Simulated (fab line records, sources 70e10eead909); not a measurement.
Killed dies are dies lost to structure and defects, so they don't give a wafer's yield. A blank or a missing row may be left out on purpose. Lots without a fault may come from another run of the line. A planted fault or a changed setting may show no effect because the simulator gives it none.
Which tool did it? | flow nand_harc | 13 lots, 39 wafers sampled, at 5 steps of a route of 1302

WHAT THE GAUGES READ, wafer by wafer
NHARC_END_SORT_01. Usual: killed_at_array 46, standard deviation 15; killed_at_other 1.0, standard deviation 1.3; killed_at_periphery 4, standard deviation 3; killed_dies 51, standard deviation 15; killed_open 3.2, standard deviation 1.8; killed_short 2.5, standard deviation 1.5.
lot  | measured     | on        | killed_at_array | killed_at_other | killed_at_periphery | killed_dies | killed_open | killed_short | flag
L853 | day 26 13:53 | prober-02 | 60 68 39        | 0 3 1           | 3 1 0               | 63 72 40    | 5 1 4       | 1 1 2        |
L855 | day 26 08:45 | prober-01 | 40 35 37        | 0 0 1           | 5 11 3              | 45 46 41    | 2 4 0       | 4 4 1        |
L854 | day 26 16:31 | prober-01 | 58 43 63        | 0 0 0           | 2 7 5               | 60 50 68    | 3 1 6       | 5 1 2        |
L857 | day 26 20:06 | prober-02 | 40 50 35        | 0 1 0           | 2 2 3               | 42 53 38    | 5 2 3       | 1 7 1        |
L856 | day 27 00:22 | prober-01 | 61 40 47        | 0 1 2           | 4 3 2               | 65 44 51    | 3 3 3       | 1 2 2        |
L858 | day 27 14:20 | prober-02 | 46 44 44        | 0 0 0           | 2 2 0               | 48 46 44    | 6 4 3       | 0 1 2        |
L860 | day 27 14:19 | prober-01 | 47 43 47        | 2 0 2           | 1 0 2               | 50 43 51    | 2 2 6       | 3 3 2        |
L868 | day 30 22:49 | prober-02 | 34 33 28        | 0 0 0           | 10 2 7              | 44 35 35    | 4 1 2       | 3 2 1        |
L870 | day 32 04:22 | prober-01 | 47 48 42        | 6 5 2           | 2 10 4              | 55 63 48    | 3 2 4       | 4 0 3        |
L872 | day 32 18:22 | prober-01 | 22 32 36        | 0 0 1           | 4 4 5               | 26 36 42    | 2 5 3       | 5 2 2        |
L875 | day 33 17:59 | prober-02 | 46 49 50        | 1 0 0           | 2 3 1               | 49 52 51    | 5 4 7       | 1 3 2        |
L874 | day 34 01:43 | prober-01 | 57 67 55        | 1 0 1           | 4 2 1               | 62 69 57    | 4 7 1       | 2 0 1        |
L873 | day 33 18:46 | prober-01 | 20 15 22        | 1 2 2           | 6 8 2               | 27 25 26    | 2 3 2       | 3 3 3        |

WHICH TOOL RAN EACH LOT (tool, then ch and the chambers of the sampled wafers, then the start)
lot  | NHARC_A_CONTACT_ETCH_120             | NHARC_A_CONTACT_DEP_57        | NHARC_A_CONTACT_SOFTBAKE_64       | NHARC_A_CONTACT_ETCH_75
L853 | har_cap_etch-02 ch 0,1, day 22 02:27 | acl_dep-02 ch 0, day 22 12:01 | litho_track-01 ch 0, day 22 14:00 | rie_diel-11 ch 0,3, day 22 15:03
L855 | har_cap_etch-01 ch 1, day 22 14:34   | acl_dep-02 ch 0, day 22 17:44 | litho_track-01 ch 0, day 22 21:00 | rie_diel-11 ch 0,1,2, day 22 21:59
L854 | har_cap_etch-03 ch 0,1, day 22 15:47 | acl_dep-01 ch 0, day 22 20:35 | litho_track-04 ch 0, day 23 00:00 | rie_diel-13 ch 0,3, day 23 00:51
L857 | har_cap_etch-01 ch 0,1, day 23 17:06 | acl_dep-02 ch 0, day 23 21:06 | litho_track-01 ch 0, day 24 00:00 | rie_diel-02 ch 0,3, day 24 01:26
L856 | har_cap_etch-03 ch 0,1, day 23 23:10 | acl_dep-03 ch 0, day 24 02:51 | litho_track-01 ch 0, day 24 06:00 | rie_diel-02 ch 1,3, day 24 07:01
L858 | har_cap_etch-02 ch 0,1, day 24 18:20 | acl_dep-03 ch 0, day 24 21:29 | litho_track-01 ch 0, day 25 01:00 | rie_diel-11 ch 0,1,2, day 25 01:46
L860 | har_cap_etch-01 ch 0,1, day 24 20:10 | acl_dep-02 ch 0, day 24 23:07 | litho_track-01 ch 0, day 25 02:00 | rie_diel-11 ch 0,1,2, day 25 03:17
L868 | har_cap_etch-03 ch 0,1, day 28 04:23 | acl_dep-01 ch 0, day 28 07:03 | litho_track-01 ch 0, day 28 10:00 | rie_diel-11 ch 0,1,3, day 28 11:10
L870 | har_cap_etch-01 ch 0,1, day 29 08:24 | acl_dep-01 ch 0, day 29 13:09 | litho_track-04 ch 0, day 29 16:00 | rie_diel-02 ch 1,2,3, day 29 16:53
L872 | har_cap_etch-03 ch 1, day 29 16:57   | acl_dep-01 ch 0, day 29 19:44 | litho_track-01 ch 0, day 29 23:00 | rie_diel-11 ch 0,2, day 30 00:00
L875 | har_cap_etch-02 ch 0,1, day 30 10:30 | acl_dep-02 ch 0, day 30 13:13 | litho_track-04 ch 0, day 30 16:00 | rie_diel-11 ch 0,2,3, day 30 17:19
L874 | har_cap_etch-03 ch 0,1, day 30 12:21 | acl_dep-01 ch 0, day 30 15:02 | litho_track-01 ch 0, day 30 18:00 | rie_diel-11 ch 0,2,3, day 30 19:16
L873 | har_cap_etch-02 ch 0,1, day 30 14:26 | acl_dep-03 ch 0, day 30 17:42 | litho_track-04 ch 0, day 30 20:00 | rie_diel-02 ch 1,2, day 30 21:25
- NHARC_A_CONTACT_ETCH_120: etches the open film in C4F8/O2/Ar, time 190 s, target depth 1850 nm.
- NHARC_A_CONTACT_DEP_57: deposits aC, target thk 5300 nm.
- NHARC_A_CONTACT_SOFTBAKE_64: time 55 s.
- NHARC_A_CONTACT_ETCH_75: etches the open film in CF4, target depth 39 nm, time 65 s.

WHAT THE TOOLS THEMSELVES READ (means of the sampled wafers that have a number; where no wafer has one, the mark that the record gives instead)
NHARC_A_CONTACT_DEP_57. Usual: throttle_valve_pct 35.000 %, standard deviation 0.0094.
lot  | tool       | throttle_valve_pct (%) | flag
L853 | acl_dep-02 | 34.999                 |
L855 | acl_dep-02 | 35.000                 |
L854 | acl_dep-01 | 34.997                 |
L857 | acl_dep-02 | 35.001                 |
L856 | acl_dep-03 | 34.999                 |
L858 | acl_dep-03 | 35.001                 |
L860 | acl_dep-02 | 35.004                 |
L868 | acl_dep-01 | 34.997                 |
L870 | acl_dep-01 | 34.995                 |
L872 | acl_dep-01 | 35.003                 |
L875 | acl_dep-02 | 35.004                 |
L874 | acl_dep-01 | 34.996                 |
L873 | acl_dep-03 | 35.001                 |

NHARC_A_CONTACT_SOFTBAKE_64. Usual: heater_power_total_W 188.43 W, standard deviation 0.13.
lot  | tool           | heater_power_total_W (W) | flag
L853 | litho_track-01 | 188.48                   |
L855 | litho_track-01 | 188.48                   |
L854 | litho_track-04 | 188.30                   |
L857 | litho_track-01 | 188.35                   |
L856 | litho_track-01 | 323.19                   | OFF
L858 | litho_track-01 | 323.00                   | OFF
L860 | litho_track-01 | 323.04                   | OFF
L868 | litho_track-01 | 188.37                   |
L870 | litho_track-04 | 188.37                   |
L872 | litho_track-01 | 188.55                   |
L875 | litho_track-04 | 188.43                   |
L874 | litho_track-01 | 188.46                   |
L873 | litho_track-04 | 188.45                   |

NHARC_A_CONTACT_ETCH_75. Usual: drypump_motor_current_A 5.7 A, standard deviation 0.34; oes_product_au 0.994 a.u., standard deviation 0.011; rf_vpp_V 151.8 V, standard deviation 1.3; showerhead_plenum_p_Torr 1.81 Torr, standard deviation 0.081; throttle_valve_pct 13.284 %, standard deviation 0.0088.
lot  | tool        | drypump_motor_current_A (A) | oes_product_au (a.u.) | rf_vpp_V (V) | showerhead_plenum_p_Torr (Torr) | throttle_valve_pct (%) | flag
L853 | rie_diel-11 | 6.0                         | 1.002                 | 153.2        | 1.86                            | 13.284                 |
L855 | rie_diel-11 | 5.8                         | 0.993                 | 151.3        | 1.83                            | 13.291                 |
L854 | rie_diel-13 | 5.3                         | 1.013                 | 151.8        | 1.79                            | 13.294                 |
L857 | rie_diel-02 | 5.5                         | 1.002                 | 151.0        | 1.77                            | 13.292                 |
L856 | rie_diel-02 | 5.5                         | 0.984                 | 152.1        | 1.84                            | 13.287                 |
L858 | rie_diel-11 | 5.8                         | 0.981                 | 151.7        | 1.83                            | 13.281                 |
L860 | rie_diel-11 | 5.8                         | 0.979                 | 151.4        | 1.82                            | 13.282                 |
L868 | rie_diel-11 | 5.9                         | 0.993                 | 152.3        | 1.85                            | 13.282                 |
L870 | rie_diel-02 | 5.4                         | 0.984                 | 151.1        | 1.78                            | 13.282                 |
L872 | rie_diel-11 | 5.9                         | 1.004                 | 152.8        | 1.82                            | 13.282                 |
L875 | rie_diel-11 | 5.9                         | 1.005                 | 151.3        | 1.77                            | 13.281                 |
L874 | rie_diel-11 | 5.9                         | 1.003                 | 151.6        | 1.78                            | 13.280                 |
L873 | rie_diel-02 | 5.6                         | 1.002                 | 152.2        | 1.82                            | 13.285                 |

THE ANSWER, worked out from the rows above alone
Rule: a lot is off if the mean of its wafers that have a number lies more than 3 standard deviations from the usual mean. A lot without any number at a reading at which 4 lots or more have one is off too. The other lots that the step has rows for count as sound. The gauges are gone through in route order, then the tools' own readings, and for those a lot's mean is taken as printed above. The first step at which some lot is off is used, and at that step the reading that is off furthest; a lot without a number counts as furthest.
Off: L856, L858, L860, at NHARC_A_CONTACT_SOFTBAKE_64 (heater_power_total_W).
A tool fits if, at that step or a process step before it, it ran every lot that is off, and no sound lot after the first of them. None of those tried fits.

WHAT THE SIMULATOR HAD PUT IN
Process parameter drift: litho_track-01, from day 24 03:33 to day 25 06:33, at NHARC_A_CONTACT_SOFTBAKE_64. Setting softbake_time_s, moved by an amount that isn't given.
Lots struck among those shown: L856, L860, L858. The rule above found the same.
